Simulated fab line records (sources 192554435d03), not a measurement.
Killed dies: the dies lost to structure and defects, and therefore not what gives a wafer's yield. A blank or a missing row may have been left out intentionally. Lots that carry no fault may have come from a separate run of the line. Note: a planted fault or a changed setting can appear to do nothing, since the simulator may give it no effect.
A sampling plan put to the test || flow n5Finfet || 16 faults told of in these records, all on one fab line, each judged by the records of the lots it struck
Plan = the line's own looks (route steps where a gauge or an inspection reads the wafer without altering it). A look can be judged if struck wafers have a number there and the file gives its usual mean and standard deviation on fault-free wafers. Caught: the struck wafers' mean, at a look after the fault's first step, is 4 or more of those standard deviations (sigma) away from the usual mean. On the tool: the fault's steps, tested the same way using the tool's own readings. It also counts as caught if the struck wafers ran another recipe or if their record alone is blank.

THE FAULTS, as the simulator had put them in
1. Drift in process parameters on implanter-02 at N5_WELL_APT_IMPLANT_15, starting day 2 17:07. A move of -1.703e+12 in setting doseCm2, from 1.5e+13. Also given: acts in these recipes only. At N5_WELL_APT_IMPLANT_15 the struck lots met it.
2. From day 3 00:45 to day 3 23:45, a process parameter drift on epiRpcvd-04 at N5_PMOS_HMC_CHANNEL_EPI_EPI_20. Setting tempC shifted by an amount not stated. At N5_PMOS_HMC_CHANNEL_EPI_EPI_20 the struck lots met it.
3. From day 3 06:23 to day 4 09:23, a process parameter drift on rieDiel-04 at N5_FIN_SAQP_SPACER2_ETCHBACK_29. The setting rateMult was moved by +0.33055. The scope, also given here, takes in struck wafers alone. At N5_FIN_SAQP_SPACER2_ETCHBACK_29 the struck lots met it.
4. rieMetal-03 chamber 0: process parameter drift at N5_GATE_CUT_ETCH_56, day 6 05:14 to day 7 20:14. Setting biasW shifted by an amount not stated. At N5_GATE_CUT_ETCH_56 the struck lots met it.
5. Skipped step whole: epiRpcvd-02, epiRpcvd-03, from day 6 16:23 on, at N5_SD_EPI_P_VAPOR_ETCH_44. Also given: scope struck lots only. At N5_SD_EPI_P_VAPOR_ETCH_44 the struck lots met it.
6. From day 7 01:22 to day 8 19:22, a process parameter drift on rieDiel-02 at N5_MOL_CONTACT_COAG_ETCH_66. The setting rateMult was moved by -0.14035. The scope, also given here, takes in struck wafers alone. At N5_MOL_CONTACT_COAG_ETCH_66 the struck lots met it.
7. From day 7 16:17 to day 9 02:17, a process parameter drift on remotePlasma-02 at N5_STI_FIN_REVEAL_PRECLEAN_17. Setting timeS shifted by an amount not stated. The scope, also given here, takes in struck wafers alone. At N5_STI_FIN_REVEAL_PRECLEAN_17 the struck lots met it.
8. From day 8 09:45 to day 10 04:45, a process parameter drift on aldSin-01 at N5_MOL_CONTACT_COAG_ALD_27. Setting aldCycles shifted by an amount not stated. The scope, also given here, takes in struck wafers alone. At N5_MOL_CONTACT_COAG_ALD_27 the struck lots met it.
9. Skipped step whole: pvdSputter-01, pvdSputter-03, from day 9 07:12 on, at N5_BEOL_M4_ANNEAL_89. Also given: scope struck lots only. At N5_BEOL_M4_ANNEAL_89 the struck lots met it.
10. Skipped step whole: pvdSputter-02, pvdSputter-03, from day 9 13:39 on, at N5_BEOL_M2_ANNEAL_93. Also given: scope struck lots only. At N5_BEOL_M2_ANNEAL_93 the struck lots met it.
11. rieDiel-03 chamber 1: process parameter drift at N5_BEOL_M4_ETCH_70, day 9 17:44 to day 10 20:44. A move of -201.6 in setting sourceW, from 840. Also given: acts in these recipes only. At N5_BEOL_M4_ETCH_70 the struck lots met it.
12. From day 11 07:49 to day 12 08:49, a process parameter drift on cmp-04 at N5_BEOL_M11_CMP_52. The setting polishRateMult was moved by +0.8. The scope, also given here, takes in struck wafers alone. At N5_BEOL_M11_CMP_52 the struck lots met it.
13. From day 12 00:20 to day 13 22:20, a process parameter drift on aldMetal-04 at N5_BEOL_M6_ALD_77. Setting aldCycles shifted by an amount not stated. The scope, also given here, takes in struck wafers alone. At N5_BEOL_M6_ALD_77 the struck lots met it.
14. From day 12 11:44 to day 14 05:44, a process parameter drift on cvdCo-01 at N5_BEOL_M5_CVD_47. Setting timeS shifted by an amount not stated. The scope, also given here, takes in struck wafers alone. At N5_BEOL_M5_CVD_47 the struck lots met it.
15. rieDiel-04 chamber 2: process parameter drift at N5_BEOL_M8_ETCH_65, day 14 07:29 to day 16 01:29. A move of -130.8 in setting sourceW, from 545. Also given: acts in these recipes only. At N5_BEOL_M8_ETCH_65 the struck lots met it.
16. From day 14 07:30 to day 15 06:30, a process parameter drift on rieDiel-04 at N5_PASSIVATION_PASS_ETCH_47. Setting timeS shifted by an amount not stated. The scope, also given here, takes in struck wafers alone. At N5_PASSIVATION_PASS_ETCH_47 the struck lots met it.

WHAT THE PLAN SAW
{"fault": 1, "on the tool itself": "doseIonsCm2 -99 or beyond sigma", "first look that catches it": "not the one look that can be judged after it", "reading, sigma": "-", "median hours from its first step to that look": "-", "hours from the fault's start to the first struck lot there": "-", "judged looks passed uncaught": 1}
{"fault": 2, "on the tool itself": "susceptorTempC +25 sigma", "first look that catches it": "none of the 2 looks that can be judged after it", "reading, sigma": "-", "median hours from its first step to that look": "-", "hours from the fault's start to the first struck lot there": "-", "judged looks passed uncaught": 2}
{"fault": 3, "on the tool itself": "oesProductAu +4.5 sigma", "first look that catches it": "not the one look that can be judged after it", "reading, sigma": "-", "median hours from its first step to that look": "-", "hours from the fault's start to the first struck lot there": "-", "judged looks passed uncaught": 1}
{"fault": 4, "on the tool itself": "biasW -70 sigma", "first look that catches it": "not the one look that can be judged after it", "reading, sigma": "-", "median hours from its first step to that look": "-", "hours from the fault's start to the first struck lot there": "-", "judged looks passed uncaught": 1}
{"fault": 5, "on the tool itself": "the tool's record is blank for the struck wafers", "first look that catches it": "N5_BEOL_M4_RC_MEAS_101", "reading, sigma": "REXT_P +66", "median hours from its first step to that look": 117.2, "hours from the fault's start to the first struck lot there": 123, "judged looks passed uncaught": 0}
{"fault": 6, "on the tool itself": "etchRfOnTimeS +7.2 sigma", "first look that catches it": "not the one look that can be judged after it", "reading, sigma": "-", "median hours from its first step to that look": "-", "hours from the fault's start to the first struck lot there": "-", "judged looks passed uncaught": 1}
{"fault": 7, "on the tool itself": "no reading that can be judged", "first look that catches it": "not the one look that can be judged after it", "reading, sigma": "-", "median hours from its first step to that look": "-", "hours from the fault's start to the first struck lot there": "-", "judged looks passed uncaught": 1}
{"fault": 8, "on the tool itself": "runLengthS -99 or beyond sigma", "first look that catches it": "not the one look that can be judged after it", "reading, sigma": "-", "median hours from its first step to that look": "-", "hours from the fault's start to the first struck lot there": "-", "judged looks passed uncaught": 1}
{"fault": 9, "on the tool itself": "the tool's record is blank for the struck wafers", "first look that catches it": "not the one look that can be judged after it", "reading, sigma": "-", "median hours from its first step to that look": "-", "hours from the fault's start to the first struck lot there": "-", "judged looks passed uncaught": 1}
{"fault": 10, "on the tool itself": "the tool's record is blank for the struck wafers", "first look that catches it": "not the one look that can be judged after it", "reading, sigma": "-", "median hours from its first step to that look": "-", "hours from the fault's start to the first struck lot there": "-", "judged looks passed uncaught": 1}
{"fault": 11, "on the tool itself": "rfFwdPowerW -60 sigma", "first look that catches it": "not the one look that can be judged after it", "reading, sigma": "-", "median hours from its first step to that look": "-", "hours from the fault's start to the first struck lot there": "-", "judged looks passed uncaught": 1}
{"fault": 12, "on the tool itself": "barrierFieldEndpointS -18 sigma", "first look that catches it": "no look after it can be judged", "reading, sigma": "-", "median hours from its first step to that look": "-", "hours from the fault's start to the first struck lot there": "-", "judged looks passed uncaught": 0}
{"fault": 13, "on the tool itself": "under 2 sigma", "first look that catches it": "not the one look that can be judged after it", "reading, sigma": "-", "median hours from its first step to that look": "-", "hours from the fault's start to the first struck lot there": "-", "judged looks passed uncaught": 1}
{"fault": 14, "on the tool itself": "runLengthS -99 or beyond sigma", "first look that catches it": "no look after it can be judged", "reading, sigma": "-", "median hours from its first step to that look": "-", "hours from the fault's start to the first struck lot there": "-", "judged looks passed uncaught": 0}
{"fault": 15, "on the tool itself": "rfFwdPowerW -60 sigma", "first look that catches it": "not the one look that can be judged after it", "reading, sigma": "-", "median hours from its first step to that look": "-", "hours from the fault's start to the first struck lot there": "-", "judged looks passed uncaught": 1}
{"fault": 16, "on the tool itself": "runLengthS +99 or beyond sigma", "first look that catches it": "no look after it can be judged", "reading, sigma": "-", "median hours from its first step to that look": "-", "hours from the fault's start to the first struck lot there": "-", "judged looks passed uncaught": 0}
Dash: fault not caught, or number not given in these records.

Caught at a look: 1 of 16. Caught on the tool: 14 of 16. By one or the other: 14 of 16.
Faults 1, 2, 3, 4, 6, 8, 9, 10, 11, 12, 14, 15, 16 were caught on the tool alone.
Caught by neither: faults 7, 13.

THINNER SAMPLING
In the worst case, this is how late the first struck lot would be measured if the look that catches a fault measured only every second or every third lot, by lot number:
{"fault": 5, "struck lots at that look, in order of time": "L457, L456, L458", "every lot": "123 h", "every second lot": "128 h", "every third lot": "131 h"}
Hours are from the fault's start to the first struck lot that is measured. The test against the limit of 4 sigma pooled every struck wafer, which means one lot taken alone may stay below that limit. Other struck lots may not be in these records.

THE LONGEST TIMED WAY FROM STEP TO LOOK
Fault 5: median gap of 117.2 hours between N5_SD_EPI_P_VAPOR_ETCH_44 and N5_BEOL_M4_RC_MEAS_101. No look between them can be judged.
